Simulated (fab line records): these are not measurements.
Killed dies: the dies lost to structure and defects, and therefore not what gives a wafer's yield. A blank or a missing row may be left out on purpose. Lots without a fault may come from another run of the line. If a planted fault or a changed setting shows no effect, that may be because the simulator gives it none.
fab line records    flow nandHarc
record lots=12  wafers=36  lastDay=34
route steps=1302 shown P_BONDPAD@379 A_ZERO_WELL@404 A_SOURCE_PLATE@416 A_ONON_D1@426 END@1302
lots that met no fault: taken from a fault-free run of the same line
startH: hours from the record's opening day to when the first of the lot's shown wafers began    waitH: hours since the lot's step before    " unchanged from the row above    L1.1+2: several wafers, shown together as one row    - no value present, or no start provided    * or withheld: withheld    < > ~ a bound
route shown NAME@n: NAME is a module with steps in the file, n the number in the route of the first one    usual: average and standard deviation across the fault-free wafers    same: alike in all rows    chamber/n: place in a boat    sites: the reading at each site    _std_site: standard deviation of those values    _edge_site: inner sites' mean taken away from outer sites' mean    radiusMm: for every site, how far away it sits from the centre of the wafer    mask NAME#n: copy n    behind: the tool/chamber that last shaped the wafer    hold: the reason the lot was held/the length of the hold in hours/how it ended    device: the n, p or np transistor that did not switch    end of line: the tests these same wafers got at the end of their route    a step given without rows: its recipe and nothing more    killed: dies that structure and defects cost at the first sort, which is not the same as the wafer's yield    map: shows each die of a wafer: x if killed, . if not, _ if none is there
set.NAME: the setting the step ran with; set.NAME@STEP: the setting that earlier step ran with    model.NAME: the simulator's own value behind a step, which no gauge read
route steps across a sampled set of lots; one table per step, one row per wafer
services: when a tool's chamber went out of use (startH, in hours from the record's first day, below 0 if earlier), for how many hours, and the reason
## steps
# step NHARC_P_BONDPAD_ANNEAL_28
# recipe tempC=225  timeS=90
# usual annealTempC=224.99/0.16  wafer_temp_C_max=226.4/0.44
lot.wafer  tool          chamber  startH  waitH  annealTempC  wafer_temp_C_max
L425.1     rtpAnneal-02  0        135.50  0.3    225.13       226.4
L425.2     "             0        "       "      225.09       226.2
L425.5     "             0        "       "      224.99       226.0
L426.4     rtpAnneal-02  0        148.36  -      225.14       226.0
L426.5     "             0        "       "      225.12       226.4
L426.6     "             0        "       "      224.93       226.1
L427.3     rtpAnneal-02  0        153.58  -      224.79       225.8
L427.4     "             0        "       "      224.90       225.7
L427.6     "             0        "       "      225.12       225.7
L433.1     rtpAnneal-01  0        217.60  0.3    224.84       226.0
L433.3     "             0        "       "      224.82       226.4
L433.5     "             0        "       "      224.82       226.9
L435.2     rtpAnneal-01  0        243.68  0.4    225.07       226.6
L435.3     "             0        "       "      225.20       226.5
L435.4     "             0        "       "      225.12       226.8
L440.2     rtpAnneal-02  0        281.27  0.3    224.88       226.1
L440.3     "             0        "       "      224.69       226.3
L440.5     "             0        "       "      224.84       226.0
L442.2     rtpAnneal-02  0        309.82  0.4    224.77       226.3
L442.4     "             0        "       "      224.76       226.6
L442.5     "             0        "       "      224.84       226.4
L443.1     rtpAnneal-01  0        319.84  0.3    224.90       227.3
L443.2     "             0        "       "      224.96       226.7
L443.3     "             0        "       "      225.15       226.8
L444.1     rtpAnneal-01  0        328.81  0.3    225.14       226.8
L444.4     "             0        "       "      225.12       226.4
L444.6     "             0        "       "      225.27       226.8
L445.3     rtpAnneal-02  0        339.36  -      225.09       226.3
L445.4     "             0        "       "      224.97       226.0
L445.5     "             0        "       "      224.90       226.3
L447.2     rtpAnneal-02  0        362.29  -      225.01       226.1
L447.4     "             0        "       "      225.04       226.0
L447.6     "             0        "       "      224.71       225.8
L448.4     rtpAnneal-01  0        365.42  0.3    224.88       226.6
L448.5     "             0        "       "      225.28       226.1
L448.6     "             0        "       "      225.19       226.4
# step NHARC_A_ZERO_WELL_ETCH_19
# recipe targetDepthA=800  overetchA=240  timeS=87.88  ionEnergyEv=200  n2FlowSccm=150  h2FlowSccm=150  arFlowSccm=0  rfW=400  biasW=150  chemistry=N2/H2
# usual drypumpMotorCurrentA=5.6/0.37  oesProductAu=1.002/0.008  rfFwdPowerW=397.7/1.4  rfVppV=430.3/2.2  showerheadPlenumPTorr=2.03/0.069  throttleValvePct=14.172/0.009
lot.wafer  tool        chamber  startH  waitH  drypumpMotorCurrentA  oesProductAu  rfFwdPowerW  rfHoursCounterH  rfVppV  showerheadPlenumPTorr  throttleValvePct
L425.2     rieDiel-02  3        137.96  0.1    5.3                   0.989         394.5        30               434.1   2.15                   14.160
L425.1     "           1        "       "      5.7                   0.993         397.8        30               429.5   1.97                   14.178
L425.5     "           3        "       "      5.3                   0.996         396.7        -                433.9   2.15                   14.175
L426.4     rieDiel-13  1        150.55  0.1    6.1                   1.005         396.8        4                433.2   2.14                   14.179
L426.6     "           2        "       "      5.1                   0.991         396.9        -                429.7   2.04                   14.177
L426.5     "           3        "       "      5.7                   0.993         396.1        -                428.6   1.92                   14.178
L427.3     rieDiel-03  3        155.80  0.1    5.3                   1.004         398.0        10               433.0   2.05                   14.162
L427.4     "           2        "       "      6.3                   0.998         397.9        9                429.4   1.99                   14.185
L427.6     "           3        "       "      5.3                   0.997         397.1        -                430.5   2.05                   14.176
L433.3     rieDiel-03  3        220.04  0.1    5.3                   1.004         398.0        20               431.2   2.04                   14.159
L433.1     "           1        "       "      5.6                   1.012         397.6        19               430.4   2.00                   14.168
L433.5     "           0        "       "      5.4                   1.023         399.2        -                430.4   2.04                   14.165
L435.3     rieDiel-03  2        245.98  0.1    6.3                   0.994         398.8        23               429.1   1.98                   14.170
L435.4     "           3        "       "      5.3                   1.010         397.5        24               429.7   2.04                   14.178
L435.2     "           0        "       "      5.4                   1.007         399.1        23               430.2   2.04                   14.169
L440.3     rieDiel-13  0        283.67  0.1    5.7                   1.012         399.1        2                430.2   2.03                   14.168
L440.2     "           2        "       "      5.1                   1.004         399.6        2                430.8   2.04                   14.171
L440.5     "           3        "       "      5.7                   0.988         398.4        -                426.5   1.92                   14.155
L442.4     rieDiel-13  2        312.46  0.1    5.1                   1.021         398.3        4                431.7   2.04                   14.190
L442.2     "           0        "       "      5.7                   1.014         395.9        4                430.2   2.03                   14.164
L442.5     "           1        "       "      6.1                   1.003         395.6        -                433.4   2.14                   14.188
L443.1     rieDiel-03  0        322.28  0.1    5.4                   0.992         396.9        6                428.6   2.03                   14.166
L443.3     "           1        "       "      5.6                   0.996         396.9        6                430.4   2.00                   14.172
L443.2     "           2        "       "      6.3                   0.996         396.7        6                429.8   1.98                   14.175
L444.1     rieDiel-13  3        331.28  0.1    5.7                   0.997         398.1        4                427.5   1.92                   14.167
L444.4     "           2        "       "      5.1                   1.012         399.7        -                431.9   2.04                   14.168
L444.6     "           3        "       "      5.7                   0.997         398.1        -                426.7   1.92                   14.162
L445.3     rieDiel-13  3        341.56  0.1    5.7                   1.001         398.7        5                426.1   1.92                   14.161
L445.4     "           0        "       "      5.7                   1.002         394.7        4                430.0   2.02                   14.165
L445.5     "           2        "       "      5.1                   1.007         398.9        -                428.6   2.04                   14.183
L447.4     rieDiel-13  3        364.66  0.1    5.7                   0.996         397.9        1                427.9   1.92                   14.179
L447.2     "           1        "       "      6.1                   1.003         399.8        1                433.6   2.14                   14.179
L447.6     "           0        "       "      5.7                   0.994         398.8        -                429.6   2.02                   14.160
L448.4     rieDiel-13  1        367.69  0.1    6.1                   1.000         399.2        1                434.1   2.14                   14.182
L448.6     "           0        "       "      5.7                   1.003         395.9        -                431.6   2.02                   14.170
L448.5     "           1        "       "      6.1                   1.010         397.7        -                432.4   2.14                   14.176
# step NHARC_A_SOURCE_PLATE_THK_MEAS_09
# recipe thkMeasGauge=ellipsometry
# usual thkNm=9.8/1.2
lot.wafer  tool          chamber  startH  waitH  thkNm
L425.1     filmMetro-01  -        146.03  0.4    10.2
L425.2     "             -        "       "      11.2
L425.5     "             -        "       "      10.1
L426.4     filmMetro-02  -        159.64  0.4    8.2
L426.5     "             -        "       "      11.1
L426.6     "             -        "       "      11.2
L427.3     filmMetro-02  -        164.36  0.4    9.7
L427.4     "             -        "       "      9.6
L427.6     "             -        "       "      8.0
L433.1     filmMetro-01  -        230.75  0.4    10.3
L433.3     "             -        "       "      11.1
L433.5     "             -        "       "      8.9
L435.2     filmMetro-02  -        253.95  0.4    8.1
L435.3     "             -        "       "      10.0
L435.4     "             -        "       "      10.3
L440.2     filmMetro-02  -        292.17  0.4    11.3
L440.3     "             -        "       "      8.9
L440.5     "             -        "       "      8.8
L442.2     filmMetro-01  -        321.01  0.4    7.1
L442.4     "             -        "       "      10.0
L442.5     "             -        "       "      10.1
L443.1     filmMetro-01  -        330.29  0.4    8.3
L443.2     "             -        "       "      10.7
L443.3     "             -        "       "      7.7
L444.1     filmMetro-02  -        339.75  0.4    10.9
L444.4     "             -        "       "      10.5
L444.6     "             -        "       "      10.4
L445.3     filmMetro-02  -        349.55  0.4    7.5
L445.4     "             -        "       "      8.5
L445.5     "             -        "       "      9.0
L447.2     filmMetro-02  -        373.18  0.4    9.2
L447.4     "             -        "       "      11.2
L447.6     "             -        "       "      10.0
L448.4     filmMetro-01  -        373.18  0.4    10.7
L448.5     "             -        "       "      9.1
L448.6     "             -        "       "      9.9
# step NHARC_A_ONON_D1_DEP_03
# recipe targetThkA=10000  n2FlowSccm=2750  n2oFlowSccm=2000  nh3FlowSccm=500  sih4FlowSccm=210  tempC=400
# usual n2oFlowSccm=2000/6
lot.wafer  tool          chamber  startH  waitH  n2oFlowSccm
L425.1     pecvdOnon-01  0        161.67  0.1    1996
L425.2     "             0        "       "      2007
L425.5     "             0        "       "      1997
L426.4     pecvdOnon-02  0        172.97  0.2    2003
L426.5     "             0        "       "      1998
L426.6     "             0        "       "      1997
L427.3     pecvdOnon-02  0        180.58  0.2    1999
L427.4     "             0        "       "      1990
L427.6     "             0        "       "      1995
L433.1     pecvdOnon-02  0        245.31  0.1    1995
L433.3     "             0        "       "      1990
L433.5     "             0        "       "      2001
L435.2     pecvdOnon-02  0        267.89  0.1    1998
L435.3     "             0        "       "      2001
L435.4     "             0        "       "      2012
L440.2     pecvdOnon-03  0        305.48  0.1    1997
L440.3     "             0        "       "      2002
L440.5     "             0        "       "      2004
L442.2     pecvdOnon-02  0        334.74  0.1    1990
L442.4     "             0        "       "      2001
L442.5     "             0        "       "      2003
L443.1     pecvdOnon-03  0        343.61  0.1    1990
L443.2     "             0        "       "      1982
L443.3     "             0        "       "      1990
L444.1     pecvdOnon-01  0        353.38  0.1    1996
L444.4     "             0        "       "      1998
L444.6     "             0        "       "      2000
L445.3     pecvdOnon-02  0        365.14  0.2    1997
L445.4     "             0        "       "      2002
L445.5     "             0        "       "      2002
L447.2     pecvdOnon-03  0        389.05  0.1    1997
L447.4     "             0        "       "      1992
L447.6     "             0        "       "      1991
L448.4     pecvdOnon-01  0        389.16  0.2    1999
L448.5     "             0        "       "      2007
L448.6     "             0        "       "      2000
# step NHARC_A_ONON_D1_THK_MEAS_05
# recipe thkMeasGauge=ellipsometry
# usual thkNm=998/9.4
lot.wafer  tool          chamber  startH  waitH  hold                     thkNm
L425.1     filmMetro-01  -        162.18  -      -                        1008
L425.2     "             -        "       "      -                        1008
L425.5     "             -        "       "      -                        1009
L426.4     filmMetro-01  -        173.31  -      -                        999
L426.5     "             -        "       "      -                        1001
L426.6     "             -        "       "      -                        999
L427.3     filmMetro-01  -        180.98  -      -                        1004
L427.4     "             -        "       "      -                        1003
L427.6     "             -        "       "      -                        1003
L433.1     filmMetro-02  -        245.82  -      awaitDispo/0.2h/release  622
L433.3     "             -        "       "      awaitDispo/0.2h/release  622
L433.5     "             -        "       "      awaitDispo/0.2h/release  624
L433.1     filmMetro-02  -        245.99  0.2    -                        623
L433.3     "             -        "       "      -                        623
L433.5     "             -        "       "      -                        623
L435.2     filmMetro-02  -        268.34  -      awaitDispo/0.2h/release  647
L435.3     "             -        "       "      awaitDispo/0.2h/release  649
L435.4     "             -        "       "      awaitDispo/0.2h/release  647
L435.2     filmMetro-02  -        268.51  0.2    -                        650
L435.3     "             -        "       "      -                        647
L435.4     "             -        "       "      -                        650
L440.2     filmMetro-02  -        305.93  -      -                        980
L440.3     "             -        "       "      -                        980
L440.5     "             -        "       "      -                        980
L442.2     filmMetro-01  -        335.20  -      -                        1001
L442.4     "             -        "       "      -                        1002
L442.5     "             -        "       "      -                        1000
L443.1     filmMetro-02  -        344.13  -      -                        997
L443.2     "             -        "       "      -                        1000
L443.3     "             -        "       "      -                        996
L444.1     filmMetro-01  -        353.89  -      -                        1001
L444.4     "             -        "       "      -                        1000
L444.6     "             -        "       "      -                        999
L445.3     filmMetro-01  -        365.54  -      -                        1008
L445.4     "             -        "       "      -                        1009
L445.5     "             -        "       "      -                        1010
L447.2     filmMetro-01  -        389.50  -      -                        1004
L447.4     "             -        "       "      -                        1004
L447.6     "             -        "       "      -                        1004
L448.4     filmMetro-02  -        389.50  -      -                        991
L448.5     "             -        "       "      -                        992
L448.6     "             -        "       "      -                        991
# step NHARC_END_SORT_01
# recipe tempC=25
# usual killedAtArray=56/19  killedAtOther=0.8/1.1  killedAtPeriphery=3.4/2.5  killedDies=60/19  killedOpen=2.9/1.7  killedShort=2.4/1.6
# same grossDies=677
lot.wafer  tool       chamber  startH  waitH  killedAtArray  killedAtOther  killedAtPeriphery  killedDies  killedOpen  killedShort
L433.1     prober-02  0        649.13  2.5    674            0              3                  677         4           2
L433.3     prober-02  0        650.75  3.1    675            0              2                  677         2           1
L433.5     prober-02  0        652.37  3.7    672            0              5                  677         5           3
L435.2     prober-01  0        659.93  2.9    674            0              3                  677         2           0
L435.3     prober-01  0        660.73  3.1    676            0              1                  677         0           4
L435.4     prober-01  0        661.53  3.4    675            0              2                  677         3           0
# killed by level:class
L433.1 A_ONON_D1:areaDep=580 A_SLIT:chamberFilmFlake=33 A_CHANNEL_HOLE_D1:chamberFilmFlake=29 A_CHANNEL_HOLE_D2:chamberFilmFlake=23 P_CONTACT:chamberFilmFlake=2 A_DECK1_JOINT:chamberFilmFlake=2 P_M0:geometricParticle:open=1 A_ONON_D1:geometricParticle:open=1
L433.3 A_ONON_D1:areaDep=582 A_SLIT:chamberFilmFlake=36 A_CHANNEL_HOLE_D1:chamberFilmFlake=26 A_CHANNEL_HOLE_D2:chamberFilmFlake=22 A_STAIRCASE:chamberFilmFlake=3 A_CONTACT:chamberFilmFlake=2 P_M0:geometricParticle:open=1 A_DECK1_JOINT:geometricParticle:open=1
L433.5 A_ONON_D1:areaDep=568 A_SLIT:chamberFilmFlake=36 A_CHANNEL_HOLE_D1:chamberFilmFlake=30 A_CHANNEL_HOLE_D2:chamberFilmFlake=27 A_BLC:geometricParticle:open=2 A_CONTACT:chamberFilmFlake=2 P_CONTACT:geometricParticle:short=1 P_CONTACT:geometricParticle:open=1
L435.2 A_ONON_D1:areaDep=598 A_SLIT:chamberFilmFlake=40 A_CHANNEL_HOLE_D2:chamberFilmFlake=18 A_CONTACT:chamberFilmFlake=7 A_STAIRCASE:chamberFilmFlake=3 A_WL_FILL:chamberFilmFlake=3 P_STI:chamberFilmFlake=2 A_DECK1_JOINT:chamberFilmFlake=2
L435.3 A_ONON_D1:areaDep=616 A_SLIT:chamberFilmFlake=31 A_CHANNEL_HOLE_D2:chamberFilmFlake=16 A_CONTACT:chamberFilmFlake=5 A_CHANNEL_HOLE_D1:chamberFilmFlake=3 P_STI:geometricParticle:short=1 A_CHANNEL_FILL_D2:geometricParticle:short=1 A_STAIRCASE:geometricParticle:short=1
L435.4 A_ONON_D1:areaDep=619 A_SLIT:chamberFilmFlake=32 A_CHANNEL_HOLE_D2:chamberFilmFlake=11 A_STAIRCASE:chamberFilmFlake=3 A_WL_FILL:chamberFilmFlake=3 P_GATE:chamberFilmFlake=2 A_ONON_D1:geometricParticle:open=1 A_CHANNEL_HOLE_D2:geometricParticle:open=1
## services
tool          chamber  startH  hours  kind
rieDiel-02    0        118.88  2.3    repair
rieDiel-13    0        119.50  -      clean
rieDiel-13    1        119.50  -      clean
rieDiel-13    2        119.50  -      clean
rieDiel-13    -        165.00  9.0    pm
rieDiel-13    2        176.90  6.9    repair
pecvdOnon-02  -        185.00  13.0   pm
rieDiel-13    0        192.09  6.6    repair
rieDiel-03    0        204.86  3.1    repair
rieDiel-02    -        216.70  9.0    pm
rieDiel-13    2        221.15  9.6    repair
pecvdOnon-03  -        227.05  13.0   pm
rieDiel-13    3        228.19  20.6   repair
rieDiel-03    1        257.74  3.5    repair
pecvdOnon-01  -        269.31  13.0   pm
rieDiel-03    -        281.30  9.0    pm
rieDiel-02    1        284.43  1.8    repair
rieDiel-02    -        297.52  22.5   repair
pecvdOnon-02  -        309.50  1.2    repair
rieDiel-13    1        324.46  10.9   repair
rieDiel-13    -        342.00  9.0    pm
pecvdOnon-02  -        366.00  13.0   pm
rieDiel-03    1        366.57  2.8    repair
rtpAnneal-01  -        372.00  12.0   pm
## key
firstSign step=NHARC_A_ONON_D1_THK_MEAS_05  reading=visit  direction=added
effect step=NHARC_A_ONON_D1_THK_MEAS_05  reading=thkNm  direction=down  sigmas=39  usual=998  struck=635
effect step=NHARC_END_SORT_01  reading=killedAtArray  direction=up  sigmas=33  usual=56  struck=674
moreKillsBornAt NHARC_A_ONON_D1_DEP_03@pecvdOnon-02=3563
metAt NHARC_A_ONON_D1_DEP_03
struckLots L433,L435
struckWafers L433.1,L433.3,L433.5,L435.2,L435.3,L435.4
laterRowsLeftOut L433.1,L433.3,L433.5,L435.2,L435.3,L435.4
testerLeftOut L433,L435
notActingAt NHARC_P_BONDPAD_ANNEAL_28,NHARC_A_ZERO_WELL_ETCH_19,NHARC_A_SOURCE_PLATE_THK_MEAS_09
onsetBetween 180.58 245.31
fault kind=processParameterDrift  tool=pecvdOnon-02  chamber=0  onsetH=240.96  steps=NHARC_A_ONON_D1_DEP_03  channel=targetThkA  offset=*  shape=step  endH=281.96  actsIn=*  stated=*
# testerLeftOut: of these lots the tester's yield and bins aren't shown, on N5 and GAA mostly nor the transistor test; their killed dies are dies lost to structure and defects alone, not to doping, threshold or leakage, so they don't give the yield
# laterRowsLeftOut: the simulator's readings of these wafers behind a module that went badly wrong aren't trusted and aren't shown, but for the sort
